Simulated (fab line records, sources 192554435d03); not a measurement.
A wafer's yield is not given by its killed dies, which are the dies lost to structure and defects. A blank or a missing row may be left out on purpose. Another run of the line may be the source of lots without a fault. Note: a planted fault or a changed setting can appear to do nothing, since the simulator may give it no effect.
A struck lot beside a sound one || flow n5Finfet || 18 steps out of a route of 1938
Sound: wafers L704.1, L704.4, L704.5. Struck: wafer L713.2. (L713.1, L713.3 of the same lot were not struck and are left out.) The cause comes at the end.
At each step with rows: each side's tool, then ch and its chambers, then its first start. Under that, the readings that differ: sound wafers || struck wafers || difference of the means || sigmas: that difference in standard deviations of wafers without a fault.
alike: same words and numbers on both sides, and readings whose means sit less than 2 such deviations apart. not compared: any withheld reading, any reading some wafer has no value for, any bound like >300 that may hide the same value, and any number with overlapping values for which the record gives no deviation.
A row with sigmas, a row that says differs or no value, or rows on one side alone: a step with any of these is where the two part. When numbers do not overlap yet have no deviation, they are printed without sigmas and do not part them. A reading missing from all wafers of one side parts the sides only when that side holds two or more wafers.

first, 2 steps without rows for these wafers: N5_BEOL_M12_ETCH_68 (etches SOC in N2/H2, time 285 s); N5_BEOL_M12_STRIP_69 (strips in N2/H2).
N5_BEOL_M12_TRENCH_ETCH_34: etches SiOC in C4F8/O2/Ar, target depth 318.95 nm, time 125.5 s.
  sound on rieDiel-06 ch 2,3, day 13 00:07; struck on rieDiel-01 ch 3, day 14 11:43
{"reading": "oesProductAu (a.u.)", "sound": "0.67 0.75 0.66", "struck": 0.93, "difference": "+0.24", "sigmas": "+2"}
  alike: O2_flow_sccm, drypumpMotorCurrentA, heOuterTorr, rfVppV, showerheadPlenumPTorr, throttleValvePct
  not compared: rfHoursCounterH
then, 1 step without rows for these wafers: N5_BEOL_M12_STRIP_70 (strips in C4F8/O2/Ar).
N5_BEOL_M12_OCD_MEAS_35:
  sound on ocd-01 at day 13 00:16; struck on ocd-02 at day 14 11:52
  alike: trenchDepthNm
then, 1 step without rows for these wafers: N5_BEOL_M12_STRIP_37 (strips in N2/H2).
N5_BEOL_M12_ETCH_38: etches SiCN in CF4/N2, target depth 68.7 nm, time 73.4 s.
  sound on rieDiel-01 ch 0,2,3, day 13 00:25; struck on rieDiel-06 ch 0, day 14 12:43
  alike: drypumpMotorCurrentA, oesProductAu, rfVppV, showerheadPlenumPTorr, throttleValvePct
  not compared: rfHoursCounterH
then, 3 steps without rows for these wafers: N5_BEOL_M12_PRECLEAN_39 (cleans in residue remover, time 60 s); N5_BEOL_M12_SRD_40 (time 30 s, dry time 30 s); N5_BEOL_M12_DEGAS_41 (time 60 s).
N5_BEOL_M12_PRE_CLEAN_42: time 30 s.
  sound on pvdSputter-01 at day 13 00:48; struck on pvdSputter-02 at day 14 15:31
  alike: heaterPowerW
N5_BEOL_M12_SPUTTER_43: material TaN, target thk 15 nm, time 24.19 s.
  sound on pvdSputter-01 at day 13 00:50; struck on pvdSputter-02 at day 14 15:33
  alike: biasV, cathodeDcPowerW, chamberPressurePa, throttleValvePct
N5_BEOL_M12_SPUTTER_44: material Ta, target thk 10 nm, time 16.13 s.
  sound on pvdSputter-01 at day 13 00:55; struck on pvdSputter-02 at day 14 15:38
{"reading": "cathodeDcPowerW (W)", "sound": "15001 15000 14998", "struck": 9655.8, "difference": -5343.9, "sigmas": "-99 or more"}
{"reading": "chamberPressurePa (Pa)", "sound": "0.07003 0.07014 0.07013", "struck": 0.06968, "difference": -0.00042, "sigmas": -3}
{"reading": "model.Ta_of_BEOL_M12_SPUTTER_44.thkNm (nm)", "sound": "10.2 10.2 10.2", "struck": 6.4, "difference": -3.8, "sigmas": ""}
  alike: biasV, throttleValvePct
then, 2 steps without rows for these wafers: N5_BEOL_M12_SPUTTER_45 (material Cu, target thk 80 nm, time 13.33 s); N5_BEOL_M12_ECD_47 (material Cu, target thk 720 nm).
N5_BEOL_M12_ANNEAL_48: time 90 s.
  sound on rtpAnneal-02 ch 0, day 13 01:16; struck on rtpAnneal-01 ch 0, day 14 16:08
  alike: wafer_temp_C_max
N5_BEOL_M12_CMP_49: polishes, stops on SiOC, t overpolish 20.6 s, target thk 320 nm.
  sound on cmp-04 ch 2,3, day 13 01:34; struck on cmp-04 ch 2, day 14 16:26
{"reading": "barrierFieldEndpointS (s)", "sound": "30.9 31.5 30.1", "struck": 26.8, "difference": -4.0, "sigmas": -5}
  alike: motorCurrentA
N5_BEOL_M12_THK_MEAS_50: measures by xrf.
  sound on filmMetro-02 at day 13 01:51; struck on filmMetro-02 at day 14 16:44
{"reading": "M12_THK (nm)", "sound": "323 327 318", "struck": 334, "difference": "+11", "sigmas": "+2"}

== WHERE THEY PART ==
First at N5_BEOL_M12_TRENCH_ETCH_34; last, within this record, at N5_BEOL_M12_THK_MEAS_50.

WHY: whatever the simulator had introduced
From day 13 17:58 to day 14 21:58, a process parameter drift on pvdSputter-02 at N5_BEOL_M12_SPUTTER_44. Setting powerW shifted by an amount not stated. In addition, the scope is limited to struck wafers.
